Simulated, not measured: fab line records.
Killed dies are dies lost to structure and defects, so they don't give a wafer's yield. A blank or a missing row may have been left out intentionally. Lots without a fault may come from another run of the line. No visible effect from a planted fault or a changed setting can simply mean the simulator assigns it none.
Chamber matching | flow nand harc | pecvd-03 running NHARC_A_SGD_CUT_DEP_00: 3 sister chambers
The step deposits SiNx, target thk 50 nm. 3 wafers are shown with their chamber, then 10 later ones without.

== WAFERS WITH THEIR CHAMBER ==
wafer  | chamber | heater power w (W)
L089.5 | 1       | 760
L090.1 | 2       | 645
L090.4 | 0       | 605

== WAFERS WITHOUT THEIR CHAMBER ==
wafer  | heater power w (W)
L090.6 | 693
L091.2 | 677
L091.3 | 638
L091.5 | 658
L095.3 | 664
L095.5 | 652
L095.6 | 687
L097.3 | 648
L097.5 | 610
L097.6 | 685

== THE CHAMBER EACH PASSED THROUGH ==
wafer  | from the rows above          | in truth
L090.6 | can't be placed: 2 or 1 or 0 | 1
L091.2 | can't be placed: 2 or 0 or 1 | 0
L091.3 | can't be placed: 2 or 0      | 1
L091.5 | can't be placed: 2 or 0      | 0
L095.3 | can't be placed: 2 or 0      | 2
L095.5 | can't be placed: 2 or 0      | 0
L095.6 | can't be placed: 2 or 1 or 0 | 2
L097.3 | can't be placed: 2 or 0      | 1
L097.5 | can't be placed: 0 or 2      | 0
L097.6 | can't be placed: 2 or 1 or 0 | 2
0 of 10 placed correctly. Can't be placed from these rows: 10 (the true chamber is among the candidates in 8). 0 placed wrongly.
How it was worked out, from the rows above alone: a wafer's distance from a chamber is the root of the sum, over the readings, of the square of ((its reading less the chamber's mean) divided by the reading's scatter). The wafer belongs to the nearest chamber; if the next one is less than 2 further off, it can't be placed. For every chamber, the mean is computed from those of its wafers that are shown. The scatter (one wafer shown for each chamber): square how far every hidden wafer sits from the nearest shown wafer, average those squares and take the square root.
